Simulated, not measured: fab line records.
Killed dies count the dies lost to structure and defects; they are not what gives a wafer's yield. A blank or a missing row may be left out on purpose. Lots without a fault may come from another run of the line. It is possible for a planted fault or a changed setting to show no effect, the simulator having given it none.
Code-filled problem report in 8D (eight disciplines) form    flow nandHarc    the parts of the form that need people (team, actions taken, sign-off) are left out

== 1. WHAT IS WRONG ==
Mean of killedDies at NHARC_END_SORT_01: 677 across 9 wafers in 3 lots; on wafers with no fault it is 61 (standard deviation 16). That is +38 standard deviations from the usual mean.
First seen on wafer L931.1, day 30 18:19, on prober-01. At this step, 12 wafers from 4 lots have a number in the record. By rule, "out" or "out of limits" means more than 4 standard deviations away from the usual mean. The rest of the wafers with a number are treated as sound.

== 2. WHAT IT IS, WHAT IT ISN'T ==
question                     is                         is not
which readings at this step  killedDies, killedAtArray  killedAtPeriphery, killedOpen, killedShort
which lots                   L931, L932, L933           L925
which wafers of those lots   all that have a number     -
read on which gauges         prober-01, prober-02       -
when                         from day 30 18:19          up to then (3 sound wafers)

== 3. SUSPECTS, AND WHAT RULES EACH OUT ==
Counting: any tool at a process step up to the reading is kept as a suspect provided that every lot that is out went through it and no sound lot did after the first of them.
- the gauge at NHARC_END_SORT_01 is ruled out. Those wafers that are out were read across 2 gauges (prober-01, prober-02).
- rieDiel-07 at NHARC_A_STAIRCASE_ETCH_221 (etches the open film in C4F8/O2, target depth 100 nm, time 40.5 s): kept. It ran every lot that is out, first L931 (day 22 04:08), and no sound lot after that. Its own oesProductAu readings are out on those wafers.
- rieDiel-07 at NHARC_A_STAIRCASE_TRIM_224 (chemistry O2, time 211.2 s): kept. It ran every lot that is out, first L931 (day 30 18:19), and no sound lot after that. NHARC_A_STAIRCASE_TRIM_224: start missing for some lots; hours and lot order therefore follow NHARC_END_SORT_01.
- rieDiel-07 at NHARC_A_STAIRCASE_ETCH_225 (etches the open film in C4F8/O2, target depth 100 nm, time 40.5 s): kept. It ran every lot that is out, first L931 (day 30 18:19), and no sound lot after that. NHARC_A_STAIRCASE_ETCH_225: start missing for some lots; hours and lot order therefore follow NHARC_END_SORT_01.
- rieDiel-07 at NHARC_A_STAIRCASE_TRIM_231 (chemistry O2, time 211.2 s): kept. It ran every lot that is out, first L931 (day 30 18:19), and no sound lot after that. NHARC_A_STAIRCASE_TRIM_231: start missing for some lots; hours and lot order therefore follow NHARC_END_SORT_01.
Left after counting: rieDiel-07 at NHARC_A_STAIRCASE_ETCH_221, rieDiel-07 at NHARC_A_STAIRCASE_TRIM_224, rieDiel-07 at NHARC_A_STAIRCASE_ETCH_225, rieDiel-07 at NHARC_A_STAIRCASE_TRIM_231.

== 4. THE CAUSE (what the simulator had put in) ==
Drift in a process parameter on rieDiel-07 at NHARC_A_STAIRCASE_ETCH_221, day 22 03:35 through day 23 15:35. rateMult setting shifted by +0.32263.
After counting, 4 suspects remain, this tool included.

== 5. THE CHAIN OF EFFECTS, in route order ==
One row per reading whose mean, taken over the struck wafers that have a number, lies over 3 standard deviations from the usual. Readings are gone through only where the record gives a usual standard deviation; hours: the median, over the lots, of the time from a lot's start at the first step in this table giving one to that lot's start at this step; sigmas: the change measured in usual standard deviations.
hours  step                        reading        usual       on struck wafers  change  sigmas
0      NHARC_A_STAIRCASE_ETCH_221  oesProductAu   0.942 a.u.  1.132             +0.190  +9.1
198    NHARC_END_SORT_01           killedAtArray  56          673               +617    +36
198    NHARC_END_SORT_01           killedDies     61          677               +616    +38
It contains these process steps:
- NHARC_A_STAIRCASE_ETCH_221: etches the open film in C4F8/O2, target depth 100 nm, time 40.5 s.

== 6. WHAT WOULD HAVE CAUGHT IT SOONER ==
207 hours passed between the start of the fault at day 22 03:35 and the first reading out of limits at a measuring or inspecting step in this record, taken at day 30 18:19.
The tool's own readings at NHARC_A_STAIRCASE_ETCH_221 were out on every struck wafer that the step has a row for (oesProductAu): an alarm limit on them would have fired on the first of those.
Each of the lots that are out, 3 in all, had begun NHARC_A_STAIRCASE_ETCH_221 on rieDiel-07 no later than day 30 18:19. Holding the tool at that point would not have protected any of them.
